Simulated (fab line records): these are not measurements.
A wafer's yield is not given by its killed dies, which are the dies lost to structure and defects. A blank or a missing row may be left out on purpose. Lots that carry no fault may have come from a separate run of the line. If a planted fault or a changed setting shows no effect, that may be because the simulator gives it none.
Split-lot trial + flow n5Finfet + 21 wafers read from 7 lots, route of 1938 steps

## THE SPLIT ITSELF
At N5_FIN_CUT_CUT_ETCH_26 (etches SiNx in CH3F/O2, target depth 39 nm, time 55.7 s), the setting timeS was moved away from the recipe's 55.7 s on 8 of the 21 wafers read, by -17.5% to +18.9%. This setting was run at the recipe's value on the other wafers.

The reading is taken at the split's own step.

## THE READING
SOC_of_FIN_CUT_COAT_18.thkNm (the simulator's own value, which no gauge read), in nm, at N5_FIN_CUT_CUT_ETCH_26 (etches SiNx in CH3F/O2, target depth 39 nm, time 55.7 s). The file gives no usual value for it. The 13 wafers here that ran the recipe average 211.8 nm, standard deviation 0.78 nm.

| wafer  | tool, chamber at the split | timeS as run, s | against the recipe | SOC_of_FIN_CUT_COAT_18.thkNm, nm | against lot-mates on the recipe |
|--------|----------------------------|-----------------|--------------------|----------------------------------|---------------------------------|
| L074.2 | rieDiel-02, 1              | 55.7            | recipe             | 210.6                            | -                               |
| L074.3 | rieDiel-02, 3              | 55.7            | recipe             | 211.4                            | -                               |
| L074.4 | rieDiel-02, 0              | 55.7            | recipe             | 211                              | -                               |
| L076.3 | rieDiel-04, 2              | 51.76           | -7.1%              | 214.8                            | no lot-mate on the recipe       |
| L076.4 | rieDiel-04, 1              | 51.76           | -7.1%              | 214.2                            | no lot-mate on the recipe       |
| L076.6 | rieDiel-04, 2              | 51.76           | -7.1%              | 214.4                            | no lot-mate on the recipe       |
| L080.3 | rieDiel-02, 1              | 55.7            | recipe             | 211                              | -                               |
| L080.4 | rieDiel-02, 2              | 55.7            | recipe             | 212                              | -                               |
| L080.5 | rieDiel-02, 2              | 55.7            | recipe             | 211.4                            | -                               |
| L085.3 | rieDiel-03, 1              | 55.7            | recipe             | 212.2                            | -                               |
| L085.4 | rieDiel-03, 2              | 55.7            | recipe             | 211.2                            | -                               |
| L085.5 | rieDiel-03, 2              | 48.66           | -12.6%             | 214.4                            | +2.7                            |
| L088.4 | rieDiel-02, 3              | 66.23           | +18.9%             | 209.8                            | -3.8                            |
| L088.5 | rieDiel-02, 1              | 66.23           | +18.9%             | 210.6                            | -3.0                            |
| L088.6 | rieDiel-02, 0              | 55.7            | recipe             | 213.6                            | -                               |
| L091.1 | rieDiel-04, 1              | 55.7            | recipe             | 212.4                            | -                               |
| L091.2 | rieDiel-04, 2              | 55.7            | recipe             | 212.6                            | -                               |
| L091.6 | rieDiel-04, 1              | 55.7            | recipe             | 212                              | -                               |
| L093.2 | rieDiel-02, 2              | 55.7            | recipe             | 212                              | -                               |
| L093.3 | rieDiel-02, 0              | 45.93           | -17.5%             | 214.4                            | +2.4                            |
| L093.5 | rieDiel-02, 2              | 45.93           | -17.5%             | 213.6                            | +1.6                            |

FIT RESULTS
A straight line over all 21 wafers: SOC_of_FIN_CUT_COAT_18.thkNm changes by -0.132 nm for each +1% of timeS; r = -0.78; the points scatter about the line by 0.96 nm.
The same after taking each lot's own level away (the mean of its wafers on the recipe; 18 wafers): -0.157 nm for each +1%; r = -0.95; scatter 0.5 nm.
The reading moves by 3 nm for the largest change in timeS, on that fit.
Measured against the standard deviation above, the lots' own levels, which go from 211.00 to 213.60 nm, span 3.3 times it.
So the lot-to-lot level blurs the effect unless lot-mates are compared.
Check: for one of the wafers moved furthest among these (+18.9%), held out of the fit, the line's prediction against its lot-mates is -2.72 nm. Against them it came out at -3.8 nm.

## OTHER SPLITS APPLIED TO THESE WAFERS
Other splits were also applied to these wafers ahead of the reading. Each is held against what the fit with the lots' levels taken away leaves over:
| other split on the same wafers   | wafers away from the commonest value | r with SOC_of_FIN_CUT_COAT_18.thkNm (lot level and that fit taken away) |
|----------------------------------|--------------------------------------|-------------------------------------------------------------------------|
| N5_ZERO_LAYER_ETCH_18 icpW       | 7                                    | +0.59                                                                   |
| N5_WELL_APT_EXPOSE_05 doseMj     | 3                                    | +0.22                                                                   |
| N5_FIN_SAQP_ETCH_52 sourceW      | 9                                    | -0.33                                                                   |
| N5_FIN_SAQP_SPACER1_ALD_24 tempC | 9                                    | +0.19                                                                   |

## THE WHOLE CHAIN: every reading that the file lists as answering this split, in the file's order
| step                   | what it does                                            | reading                                                                       | change (the file's fit)               | r (the file's) |
|------------------------|---------------------------------------------------------|-------------------------------------------------------------------------------|---------------------------------------|----------------|
| N5_FIN_CUT_CUT_ETCH_26 | etches SiNx in CH3F/O2, target depth 39 nm, time 55.7 s | etch.depthNm (the simulator's own value, which no gauge read)                 | +0.388 nm for each +1% of the setting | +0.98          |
| N5_FIN_CUT_CUT_ETCH_26 | etches SiNx in CH3F/O2, target depth 39 nm, time 55.7 s | SOC_of_FIN_CUT_COAT_18.thkNm (the simulator's own value, which no gauge read) | -0.162 nm for each +1% of the setting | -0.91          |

## THE FILE'S OWN FIT
SOC_of_FIN_CUT_COAT_18.thkNm changes by -0.162 nm for each +1% of timeS, r = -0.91.
